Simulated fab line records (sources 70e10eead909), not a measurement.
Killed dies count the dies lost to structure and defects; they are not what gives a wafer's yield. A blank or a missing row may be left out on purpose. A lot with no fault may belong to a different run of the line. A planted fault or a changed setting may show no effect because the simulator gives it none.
Tool commonality check + flow nand harc + 1 lot, 3 wafers sampled

WHY THIS WAS OPENED
At NHARC_END_SORT_01 the reading killed at periphery is flagged on 1 of 1 lot. Fault-free wafers read 3.6, with a standard deviation of 2.9.
Rule: a lot is flagged in two cases, either no wafer of it has a number, or all its wafers with numbers fall more than 4 standard deviations from that mean. All remaining lots are regarded as sound.

| lot  | measured     | on        | killed at periphery, wafer by wafer | flag    |
|------|--------------|-----------|-------------------------------------|---------|
| L111 | day 20 12:48 | prober-02 | 657 657 665                         | FLAGGED |
On average the flagged lots read 659.7, which is +656.1 against the usual, or +99 or more standard deviations.

TOOL THAT RAN EACH LOT
The record holds 4 process steps before the reading, out of a route of 1159 steps. Every cell lists first the tool, next ch and the chambers used by the sampled wafers, and last the start.
| lot  | flag    | NHARC_P_GATE_HM_OPEN_105                     | NHARC_P_GATE_EXPOSE_43           | NHARC_P_M0_DEGAS_28 | NHARC_P_M0_PRE_CLEAN_29 |
|------|---------|----------------------------------------------|----------------------------------|---------------------|-------------------------|
| L111 | FLAGGED | rie diel-12 ch 1,2,3, day 5 19:33 or earlier | krf scanner-04 ch 0, day 5 19:33 | no row              | no row                  |
What is done by these steps:
- NHARC_P_GATE_HM_OPEN_105: chemistry O2/COS, target depth 360 nm.
- NHARC_P_GATE_EXPOSE_43: exposes mask P NSD, target cd 720 nm.
- NHARC_P_M0_DEGAS_28: time 60 s.
- NHARC_P_M0_PRE_CLEAN_29: time 30 s.
- NHARC_END_SORT_01

FLAGGED OVER TOTAL, TOOL BY TOOL (the gauges that took the reading come last)
| step                     | tool           | lots run | flagged | share of the flagged lots | sound lots run after its first flagged lot |
|--------------------------|----------------|----------|---------|---------------------------|--------------------------------------------|
| NHARC_P_GATE_HM_OPEN_105 | rie diel-12    | 1        | 1       | all                       | 0                                          |
| NHARC_P_GATE_EXPOSE_43   | krf scanner-04 | 1        | 1       | all                       | 0                                          |
| NHARC_END_SORT_01        | prober-02      | 1        | 1       | all                       | 0                                          |
NHARC_P_GATE_HM_OPEN_105: start missing for some lots; hours and lot order therefore follow NHARC_P_GATE_EXPOSE_43.

THE TABLE: WHAT IT ALLOWS
Rows of the table that ran every flagged lot, 3 in all: rie diel-12 at NHARC_P_GATE_HM_OPEN_105, krf scanner-04 at NHARC_P_GATE_EXPOSE_43, prober-02 at NHARC_END_SORT_01.
- rie diel-12 at NHARC_P_GATE_HM_OPEN_105: 1 of its 1 lot flagged. Because this sample shows no sound lot run on it before its first flagged lot, the start cannot be pinned down more closely.
- krf scanner-04 at NHARC_P_GATE_EXPOSE_43: 1 of its 1 lot flagged. Because this sample shows no sound lot run on it before its first flagged lot, the start cannot be pinned down more closely.
- prober-02 at NHARC_END_SORT_01: 1 of its 1 lot flagged. Because this sample shows no sound lot run on it before its first flagged lot, the start cannot be pinned down more closely.
Because each of these 3 tools fits a fault that began at some hour, counting lots does not separate them. More lots, or a look at what each step does to the wafer, might.

WHAT THE SIMULATOR HAD PUT IN
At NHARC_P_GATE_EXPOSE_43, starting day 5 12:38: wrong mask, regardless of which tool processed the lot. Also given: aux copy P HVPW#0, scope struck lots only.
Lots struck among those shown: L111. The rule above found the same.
